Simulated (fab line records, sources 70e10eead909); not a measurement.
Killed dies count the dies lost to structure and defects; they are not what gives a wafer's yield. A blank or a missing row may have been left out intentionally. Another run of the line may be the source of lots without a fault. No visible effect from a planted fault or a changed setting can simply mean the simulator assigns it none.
fab line records ; flow nand_harc
record: lots: 6; wafers: 18; last_day: 30
route steps=1302 shown A_CONTACT@1090
lots that met no fault: from a run of the same line without faults
start_h: hours from the record's opening day to when the first of the lot's shown wafers began ; wait_h: hours elapsed since this lot's preceding step ; " identical to the entry in the row above ; L1.1+2: a single row standing in for several wafers ; - value missing, or start not given ; * or withheld: withheld ; < > ~ a bound
route shown NAME@n: a module of which the file shows steps, and the number in the route of the first ; usual: mean and standard deviation over wafers with no fault ; same: alike in all rows ; chamber/n: place in a boat ; sites: readings site by site ; _std_site: the standard deviation of these ; _edge_site: inner sites' mean taken away from outer sites' mean ; radius_mm: for every site, how far away it sits from the centre of the wafer ; mask NAME#n: copy n ; behind: the most recent tool/chamber to have shaped the wafer ; hold: the reason the lot was held/the length of the hold in hours/how it ended ; device: names the non-switching transistor (n, p or np) ; end of line: at the end of the route, the tests of the same wafers ; for a step that has no rows: nothing shown but its recipe ; killed: not the wafer's yield, but the dies lost to structure and defects at the first sort ; map: a wafer's dies, x killed, . not, _ none there
set.NAME: the setting the step ran with; set.NAME@STEP: the setting that earlier step ran with ; model.NAME: the simulator's own value behind a step, which no gauge read
lots seen at some steps along the route; tables by step, rows by wafer
services: from which hour (start_h, from the record's first day; less than 0 if before it) a tool's chamber was out of use, for how many hours, and why
== steps ==
step: NHARC_A_CONTACT_ETCH_138
recipe: source_w: withheld; pressure_mtorr: 20; bias_v: 1200; time_s: 311; target_depth_a: 19140; ar_flow_sccm: withheld; c4f8_flow_sccm: withheld; o2_flow_sccm: withheld; chemistry: C4F8/O2/Ar
step: NHARC_A_CONTACT_ETCH_139
recipe: source_w: withheld; pressure_mtorr: 20; bias_v: 400; time_s: 195; target_depth_a: 8400; ar_flow_sccm: withheld; c4f8_flow_sccm: 11.5; o2_flow_sccm: 7.2; chemistry: C4F8/O2/Ar
lot.wafer;tool;chamber;start_h;wait_h;rf_hours_counter_h
L312.4;har_cap_etch-01;1;524.79;0.2;-
L312.3;har_cap_etch-01;0;524.79;0.2;-
L312.5;har_cap_etch-01;1;524.79;0.2;-
L318.2;har_cap_etch-01;1;570.53;0.2;11
L318.1;har_cap_etch-01;0;570.53;0.2;11
L318.4;har_cap_etch-01;1;570.53;0.2;-
L320.2;har_cap_etch-01;1;606.83;0.2;17
L320.4;har_cap_etch-01;0;606.83;0.2;-
L320.6;har_cap_etch-01;1;606.83;0.2;-
L325.2;har_cap_etch-01;0;650.71;0.2;26
L325.3;har_cap_etch-01;1;650.71;0.2;-
L325.4;har_cap_etch-01;0;650.71;0.2;-
L326.1;har_cap_etch-01;1;662.75;0.3;27
L326.2;har_cap_etch-01;0;662.75;0.3;27
L326.3;har_cap_etch-01;0;662.75;0.3;-
L328.1;har_cap_etch-02;0;666.02;0.2;114
L328.4;har_cap_etch-02;1;666.02;0.2;-
L328.5;har_cap_etch-02;0;666.02;0.2;-
step: NHARC_A_CONTACT_ETCH_92
recipe: target_depth_a: 400; over_etch_frac: 0.5; time_s: 85.7; ion_energy_ev: 120; ch3f_flow_sccm: 50; o2_flow_sccm: 30; ar_flow_sccm: 200; rf_w: 500; bias_w: 100; chemistry: CH3F/O2
usual: drypump_motor_current_A: 5.6/0.39; oes_product_au: 0.95/0.032; rf_vpp_V: 243.8/1.4; showerhead_plenum_p_Torr: 2.41/0.083; throttle_valve_pct: 20.662/0.0083
lot.wafer;tool;chamber;start_h;wait_h;drypump_motor_current_A;oes_product_au;rf_hours_counter_h;rf_vpp_V;showerhead_plenum_p_Torr;throttle_valve_pct
L312.3;rie_diel-11;1;525.26;0.4;6.3;1.00;26;243.7;2.42;20.651
L312.4;rie_diel-11;3;525.26;0.4;6.2;0.99;28;245.5;2.63;20.655
L312.5;rie_diel-11;2;525.26;0.4;5.3;1.02;-;242.4;2.36;20.661
L318.1;rie_diel-04;3;571.09;0.5;5.7;0.94;5;245.6;2.44;20.671
L318.4;rie_diel-04;1;571.09;0.5;5.2;0.93;5;241.8;2.32;20.663
L318.2;rie_diel-04;2;571.09;0.5;5.7;0.95;5;244.3;2.43;20.670
L320.4;rie_diel-13;0;607.35;0.4;6.5;1.01;25;243.2;2.38;20.668
L320.2;rie_diel-13;2;607.35;0.4;5.6;1.00;26;244.2;2.34;20.667
L320.6;rie_diel-13;3;607.35;0.4;5.3;1.00;-;246.6;2.62;20.663
L325.3;rie_diel-04;1;651.22;0.4;5.2;0.98;16;242.2;2.32;20.666
L325.4;rie_diel-04;2;651.22;0.4;5.7;1.01;16;243.9;2.42;20.655
L325.2;rie_diel-04;0;651.22;0.4;5.4;0.99;16;240.9;2.39;20.673
L326.2;rie_diel-04;1;663.40;0.5;5.2;0.94;18;242.2;2.32;20.658
L326.3;rie_diel-04;3;663.40;0.5;5.7;0.92;20;244.9;2.43;20.669
L326.1;rie_diel-04;0;663.40;0.5;5.5;0.93;18;245.2;2.39;20.666
L328.1;rie_diel-13;2;666.57;0.5;5.6;0.92;41;242.6;2.33;20.651
L328.4;rie_diel-13;0;666.57;0.5;6.5;0.92;46;242.6;2.37;20.667
L328.5;rie_diel-13;3;666.57;0.5;5.2;0.92;-;248.1;2.61;20.656
step: NHARC_A_CONTACT_ETCH_98
recipe: target_depth_a: 200; over_etch_frac: 0.5; time_s: 10; ion_energy_ev: 250; c4f6_flow_sccm: 25; o2_flow_sccm: 20; ar_flow_sccm: 500; rf_w: 600; bias_w: 500; chemistry: C4F6/O2
usual: drypump_motor_current_A: 5.6/0.4; oes_product_au: 0.963/0.026; rf_vpp_V: 545.3/2.5; showerhead_plenum_p_Torr: 3.85/0.12; throttle_valve_pct: 26.904/0.0092
lot.wafer;tool;chamber;start_h;wait_h;drypump_motor_current_A;oes_product_au;rf_hours_counter_h;rf_vpp_V;showerhead_plenum_p_Torr;throttle_valve_pct
L312.4;rie_diel-11;2;-;-;5.3;1.004;26;542.8;3.78;26.900
L312.3;rie_diel-11;3;-;-;6.2;0.980;28;553.0;4.17;26.898
L312.5;rie_diel-11;3;-;-;6.2;0.988;-;552.1;4.17;26.907
L318.1;rie_diel-04;3;-;-;5.7;0.959;5;545.8;3.89;26.913
L318.4;rie_diel-04;0;-;-;5.5;0.961;5;544.4;3.82;26.912
L318.2;rie_diel-04;1;-;-;5.2;0.947;5;542.6;3.72;26.908
L320.2;rie_diel-13;2;-;-;5.6;1.011;26;543.3;3.74;26.904
L320.4;rie_diel-13;3;-;-;5.2;1.006;29;551.4;4.17;26.914
L320.6;rie_diel-13;1;-;-;4.8;1.000;-;543.9;3.79;26.899
L325.2;rie_diel-04;1;-;-;5.2;1.000;16;543.4;3.71;26.902
L325.3;rie_diel-04;3;-;-;5.7;1.006;18;546.7;3.88;26.905
L325.4;rie_diel-04;0;-;-;5.5;1.002;16;546.5;3.81;26.907
L326.2;rie_diel-04;3;-;-;5.7;0.909;20;546.4;3.88;26.921
L326.1;rie_diel-04;0;-;-;5.5;0.917;18;545.8;3.81;26.899
L326.3;rie_diel-04;1;-;-;5.2;0.928;18;542.1;3.71;26.897
L328.4;rie_diel-13;1;-;-;4.8;0.939;42;545.5;3.77;26.894
L328.1;rie_diel-13;2;-;-;5.7;0.959;41;543.2;3.74;26.914
L328.5;rie_diel-13;3;-;-;5.2;0.958;-;549.9;4.15;26.916
step: NHARC_A_CONTACT_CD_MEAS_15
usual: cd_nm: 189.9/0.65
lot.wafer;tool;chamber;start_h;wait_h;cd_nm
L312.3;cd_sem-03;-;525.48;-;191.0
L312.4;cd_sem-03;-;525.48;-;190.7
L312.5;cd_sem-03;-;525.48;-;190.7
L318.1;cd_sem-01;-;571.31;-;191.0
L318.2;cd_sem-01;-;571.31;-;190.8
L318.4;cd_sem-01;-;571.31;-;190.5
L320.2;cd_sem-03;-;607.56;-;190.6
L320.4;cd_sem-03;-;607.56;-;189.4
L320.6;cd_sem-03;-;607.56;-;190.2
L325.2;cd_sem-02;-;651.44;-;189.1
L325.3;cd_sem-02;-;651.44;-;189.7
L325.4;cd_sem-02;-;651.44;-;189.8
L326.1;cd_sem-02;-;664.07;-;189.3
L326.2;cd_sem-02;-;664.07;-;189.3
L326.3;cd_sem-02;-;664.07;-;189.4
L328.1;cd_sem-02;-;666.79;-;189.7
L328.4;cd_sem-02;-;666.79;-;189.0
L328.5;cd_sem-02;-;666.79;-;188.9
step: NHARC_A_CONTACT_STRIP_107
recipe: n2_flow_sccm: 150; h2_flow_sccm: 150; ar_flow_sccm: 0; bias_w: 0; chemistry: N2/H2
step: NHARC_A_CONTACT_STRIP_108
recipe: cf4_flow_sccm: 100; chf3_flow_sccm: 30; ar_flow_sccm: 0; bias_w: 0; chemistry: CF4/CHF3
step: NHARC_A_CONTACT_STRIP_109
recipe: o2_flow_sccm: 400; cos_flow_sccm: 20; ar_flow_sccm: 0; bias_w: 0; chemistry: O2/COS
step: NHARC_A_CONTACT_ETCH_110
recipe: target_depth_a: 600; overetch_a: 60; time_s: 33; ion_energy_ev: 100; cf4_flow_sccm: 80; o2_flow_sccm: 20; ar_flow_sccm: 0; rf_w: 300; bias_w: 100; chemistry: CF4/O2
usual: drypump_motor_current_A: 5.6/0.37; oes_ar_750_au: 1.000/0.005; oes_product_au: 1.000/0.0089; rf_vpp_V: 197.3/1.1; showerhead_plenum_p_Torr: 1.31/0.045; throttle_valve_pct: 13.396/0.0091
lot.wafer;tool;chamber;start_h;wait_h;drypump_motor_current_A;oes_ar_750_au;oes_product_au;rf_hours_counter_h;rf_vpp_V;showerhead_plenum_p_Torr;throttle_valve_pct
L312.3;rie_diel-04;3;526.00;0.1;5.7;1.002;0.997;28;196.9;1.33;13.394
L312.4;rie_diel-04;2;526.00;0.1;5.7;1.007;1.017;-;199.1;1.32;13.411
L312.5;rie_diel-04;3;526.00;0.1;5.7;0.994;1.004;-;198.2;1.33;13.395
L318.1;rie_diel-04;1;571.83;0.1;5.2;0.998;0.996;6;196.3;1.26;13.401
L318.4;rie_diel-04;2;571.83;0.1;5.7;1.002;1.011;5;196.1;1.32;13.417
L318.2;rie_diel-04;0;571.83;0.1;5.5;0.996;0.997;5;194.5;1.30;13.395
L320.2;rie_diel-04;3;607.85;0.0;5.7;0.999;1.006;12;198.1;1.32;13.392
L320.4;rie_diel-04;2;607.85;0.0;5.7;1.005;1.006;11;196.7;1.32;13.398
L320.6;rie_diel-04;3;607.85;0.0;5.7;1.005;1.006;-;198.0;1.32;13.390
L325.2;rie_diel-04;2;651.73;0.1;5.7;0.990;1.021;17;198.7;1.32;13.403
L325.4;rie_diel-04;3;651.73;0.1;5.7;1.006;0.993;18;197.3;1.32;13.401
L325.3;rie_diel-04;0;651.73;0.1;5.5;1.003;1.003;16;197.0;1.30;13.401
L326.3;rie_diel-04;0;664.36;0.1;5.4;1.000;0.998;18;198.3;1.29;13.400
L326.2;rie_diel-04;2;664.36;0.1;5.7;0.997;1.023;19;198.6;1.31;13.394
L326.1;rie_diel-04;3;664.36;0.1;5.7;0.998;1.001;20;197.8;1.32;13.391
L328.1;rie_diel-13;2;667.09;0.1;5.6;1.010;1.006;41;196.1;1.27;13.395
L328.4;rie_diel-13;3;667.09;0.1;5.2;1.000;1.004;53;198.1;1.42;13.407
L328.5;rie_diel-13;1;667.09;0.1;4.8;1.001;0.994;-;196.0;1.28;13.398
step: NHARC_A_CONTACT_STRIP_26
recipe: o2_flow_sccm: 500; ar_flow_sccm: 0; bias_w: 0; chemistry: O2
step: NHARC_A_CONTACT_STRIP_27
recipe: time_s: 600; temp_c: 30; chemistry: post_etch_residue_remover
step: NHARC_A_CONTACT_ALD_18
recipe: target_thk_a: 30; pulse_time_s: 1; ald_cycles: 150; temp_c: 450; material: TiN
usual: heater_power_w: 1109/89; precursor_pulse_height_rel: 1.000/0.023
lot.wafer;tool;chamber;start_h;wait_h;heater_power_w;precursor_pulse_height_rel;since_wet_clean_h
L312.3;ald_metal-04;3;526.72;-;1076;1.033;43
L312.4;ald_metal-04;1;526.72;-;1036;1.007;43
L312.5;ald_metal-04;2;526.72;-;1096;1.006;-
L318.1;ald_metal-04;1;572.50;-;1034;1.001;89
L318.4;ald_metal-04;2;572.50;-;1093;1.004;89
L318.2;ald_metal-04;3;572.50;-;1060;1.004;89
L320.2;ald_metal-01;0;608.50;-;1078;1.015;73
L320.4;ald_metal-01;2;608.50;-;1277;1.002;73
L320.6;ald_metal-01;1;608.50;-;1114;0.980;-
L325.3;ald_metal-01;1;652.38;-;1130;0.978;116
L325.4;ald_metal-01;2;652.38;-;1228;0.966;116
L325.2;ald_metal-01;3;652.38;-;1152;0.972;116
L326.1;ald_metal-04;1;665.01;-;1125;1.024;3
L326.3;ald_metal-04;3;665.01;-;1065;0.993;3
L326.2;ald_metal-04;0;665.01;-;1008;1.033;3
L328.1;ald_metal-01;3;667.73;-;1145;1.038;132
L328.4;ald_metal-01;2;667.73;-;1270;1.056;132
L328.5;ald_metal-01;0;667.73;-;1089;0.992;-
step: NHARC_A_CONTACT_CVD_19
recipe: target_thk_a: 3000; temp_c: 300; pressure_torr: 40; wf6_flow_sccm: 40; h2_flow_sccm: 1600; ar_flow_sccm: 1560; time_s: 802; material: W
usual: chamber_pressure_Torr: 39.99/0.085; heater_power_w: 492/24; throttle_valve_pct: 7.92/0.28
lot.wafer;tool;chamber;start_h;wait_h;chamber_pressure_Torr;heater_power_w;since_wet_clean_h;throttle_valve_pct
L312.3;cvd_w-02;0;527.15;-;40.20;499;-;7.89
L312.4;cvd_w-02;1;527.15;-;40.04;512;-;7.96
L312.5;cvd_w-02;1;527.15;-;40.10;517;-;7.91
L318.2;cvd_w-02;1;572.68;-;39.98;514;110;8.03
L318.1;cvd_w-02;0;572.68;-;39.95;498;110;8.37
L318.4;cvd_w-02;1;572.68;-;40.07;521;-;8.03
L320.2;cvd_w-02;0;608.70;-;40.00;495;146;8.10
L320.4;cvd_w-02;1;608.70;-;39.93;510;-;7.81
L320.6;cvd_w-02;0;608.70;-;39.85;497;-;7.97
L325.2;cvd_w-02;0;652.71;-;39.88;474;9;8.16
L325.3;cvd_w-02;1;652.71;-;39.85;497;-;7.61
L325.4;cvd_w-02;0;652.71;-;39.96;472;-;7.87
L326.1;cvd_w-01;0;665.21;-;40.05;456;105;7.77
L326.2;cvd_w-01;1;665.21;-;40.00;508;105;8.46
L326.3;cvd_w-01;1;665.21;-;39.93;533;-;8.44
L328.1;cvd_w-02;0;667.94;-;39.96;482;24;8.07
L328.4;cvd_w-02;0;667.94;-;39.92;480;-;7.85
L328.5;cvd_w-02;1;667.94;-;40.07;499;-;7.56
step: NHARC_A_CONTACT_CMP_20
recipe: t_overpolish_s: 30; target_thk_nm: 300
usual: motor_current_A: 12.2/1.2; overpolish_run_s: 29.999/0.0097; time_to_endpoint_s: 60.5/2.9
lot.wafer;tool;chamber;start_h;wait_h;motor_current_A;overpolish_run_s;time_to_endpoint_s
L312.3;cmp-03;3;527.80;0.5;12.8;29.998;57.6
L312.4;cmp-03;1;527.80;0.5;9.7;30.007;60.0
L312.5;cmp-03;3;527.80;0.5;13.8;29.975;56.7
L318.1;cmp-01;1;573.60;0.7;12.2;29.989;60.0
L318.2;cmp-01;2;573.60;0.7;11.8;30.014;60.5
L318.4;cmp-01;3;573.60;0.7;10.8;29.998;61.0
L320.2;cmp-03;3;609.58;0.8;13.8;30.005;64.1
L320.4;cmp-03;1;609.58;0.8;10.0;30.003;62.4
L320.6;cmp-03;3;609.58;0.8;12.9;29.998;64.4
L325.3;cmp-03;3;653.50;0.5;12.0;29.987;61.2
L325.4;cmp-03;0;653.50;0.5;13.4;29.997;25.8
L325.2;cmp-03;1;653.50;0.5;9.7;29.991;24.7
L326.2;cmp-03;3;666.10;0.6;12.7;29.975;63.7
L326.3;cmp-03;1;666.10;0.6;10.5;30.005;63.0
L326.1;cmp-03;2;666.10;0.6;12.2;30.002;61.3
L328.4;cmp-01;1;668.83;0.5;12.3;30.001;20.9
L328.1;cmp-01;3;668.83;0.5;10.4;29.999;21.7
L328.5;cmp-01;0;668.83;0.5;13.3;29.972;57.7
== services ==
tool;chamber;start_h;hours;kind
cvd_w-02;-;507.24;1.3;repair
rie_diel-04;-;516.83;0.2;repair
rie_diel-13;-;520.02;9.0;pm
cmp-03;-;521.84;0.3;repair
ald_metal-01;-;526.00;10.0;pm
rie_diel-04;-;532.07;9.0;pm
rie_diel-11;0;544.89;2.9;repair
cmp-01;-;558.34;4.3;repair
ald_metal-01;-;561.44;0.7;repair
cmp-01;-;580.32;4.0;pm
rie_diel-04;0;592.26;5.9;repair
cmp-03;-;593.61;4.0;pm
cmp-01;-;604.33;1.1;repair
rie_diel-04;-;606.46;0.9;repair
ald_metal-01;3;609.51;7.7;repair
rie_diel-11;-;609.72;9.0;pm
cmp-01;-;613.87;1.1;repair
ald_metal-04;3;617.90;28.1;repair
ald_metal-04;2;622.02;7.4;repair
cvd_w-02;-;631.00;13.0;pm
rie_diel-13;2;637.12;12.7;repair
ald_metal-01;-;650.47;0.5;repair
ald_metal-04;-;652.00;10.0;pm
cvd_w-02;0;662.82;2.4;repair
== key ==
first_sign: step: NHARC_A_CONTACT_CMP_20; reading: time_to_endpoint_s; direction: down; sigmas: 13; usual: *; struck: *
effect none on later readings
met_at NHARC_A_CONTACT_CVD_19
struck_wafers L325.2,L325.4,L328.1,L328.4
tester_left_out L325,L328
onset_between 608.70 652.71
fault: kind: process_parameter_drift; tool: cvd_w-02; chamber: 0; onset_h: 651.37; steps: NHARC_A_CONTACT_CVD_19; channel: target_thk_a; offset: *; shape: step; end_h: 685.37; acts_in: *; stated: *
tester_left_out: of these lots the tester's yield and bins aren't shown, on N5 and GAA mostly nor the transistor test; their killed dies are dies lost to structure and defects alone, not to doping, threshold or leakage, so they don't give the yield
